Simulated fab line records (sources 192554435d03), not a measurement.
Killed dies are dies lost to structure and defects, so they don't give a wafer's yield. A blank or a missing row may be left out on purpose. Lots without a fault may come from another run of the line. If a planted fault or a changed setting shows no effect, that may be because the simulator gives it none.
Split-lot experiment ; flow n5Finfet ; 21 wafers read from 7 lots, route of 1938 steps

== THE SPLIT ==
At N5_MIM_TOP_SPUTTER_03 (material TiN, target thk 35 nm, time 89.7 s), the setting timeS was moved away from the recipe's 89.7 s on 7 of the 21 wafers read, by -8.4% to +12.5%. This setting was run at the recipe's value on the other wafers.

The split's own step is where the reading is taken.

== THE READING ==
TiN_of_MIM_TOP_SPUTTER_03.thkNm (the simulator's own value, which no gauge read), in nm, at N5_MIM_TOP_SPUTTER_03 (material TiN, target thk 35 nm, time 89.7 s). The file does not state a usual value for it. Average 34.9 nm, standard deviation 0.55 nm, over the 14 wafers here run with the recipe.

wafer;tool, chamber at the split;timeS as run, s;against the recipe;TiN_of_MIM_TOP_SPUTTER_03.thkNm, nm;against lot-mates on the recipe
L079.3;pvdSputter-01, -;89.7;recipe;34.6;-
L079.5;pvdSputter-01, -;89.7;recipe;35.4;-
L079.6;pvdSputter-01, -;89.7;recipe;35.4;-
L080.1;pvdSputter-03, -;89.7;recipe;35.4;-
L080.5;pvdSputter-03, -;100.9;+12.5%;40;+4.7
L080.6;pvdSputter-03, -;89.7;recipe;35.2;-
L086.1;pvdSputter-03, -;89.7;recipe;35.6;-
L086.2;pvdSputter-03, -;89.7;recipe;35.2;-
L086.3;pvdSputter-03, -;82.14;-8.4%;32.4;-3.0
L087.1;pvdSputter-01, -;94.82;+5.7%;37;+3.0
L087.4;pvdSputter-01, -;94.82;+5.7%;37.4;+3.4
L087.5;pvdSputter-01, -;89.7;recipe;34;-
L088.1;pvdSputter-01, -;89.7;recipe;34;-
L088.3;pvdSputter-01, -;89.7;recipe;34.4;-
L088.6;pvdSputter-01, -;89.7;recipe;34.6;-
L089.2;pvdSputter-03, -;89.7;recipe;35.6;-
L089.4;pvdSputter-03, -;99.94;+11.4%;39.6;+4.0
L089.6;pvdSputter-03, -;99.94;+11.4%;39.2;+3.6
L093.4;pvdSputter-01, -;86.08;-4.0%;33.8;-0.8
L093.5;pvdSputter-01, -;89.7;recipe;34.8;-
L093.6;pvdSputter-01, -;89.7;recipe;34.4;-

FIT RESULTS
A straight line over all 21 wafers: TiN_of_MIM_TOP_SPUTTER_03.thkNm changes by +0.377 nm for each +1% of timeS; r = +0.97; the points scatter about the line by 0.52 nm.
The same after taking each lot's own level away (the mean of its wafers on the recipe; 21 wafers): +0.363 nm for each +1%; r = +0.97; scatter 0.45 nm.
Per that fit: largest timeS move, reading shift of 4.5 nm.
From 34.00 to 35.60 nm: that is the span of the lots' own levels, equal to 2.9 times the standard deviation above.
Consequently the slope shifts little with the lot-to-lot level, the two slopes agreeing.
Check: for one of the wafers moved furthest among these (+12.5%), held out of the fit, the line's prediction against its lot-mates is +4.63 nm. Against them it came out at +4.7 nm.

== THESE WAFERS: OTHER SPLITS ==
Before the reading, these wafers also passed through other splits. Each is held against what the fit with the lots' levels taken away leaves over:
other split on the same wafers;wafers away from the commonest value;r with TiN_of_MIM_TOP_SPUTTER_03.thkNm (lot level and that fit taken away)
N5_BEOL_M10_DESCUM_16 timeS;8;+0.53
N5_BEOL_M11_PECVD_70 tempC;8;+0.19
N5_BEOL_M13_COAT_22 spinRpm;4;+0.20
N5_BEOL_M13_EXPOSE_25 doseMj;14;-0.42
N5_BEOL_M14_ETCH_68 timeS;5;-0.05
N5_BEOL_M14_SPUTTER_43 powerW;5;+0.38
N5_BEOL_M15_ETCH_61 timeS;8;-0.25
N5_BEOL_M15_SPUTTER_44 timeS;5;+0.00

== THE FILE'S OWN FIT ==
TiN_of_MIM_TOP_SPUTTER_03.thkNm changes by +0.366 nm for each +1% of timeS, r = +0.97.
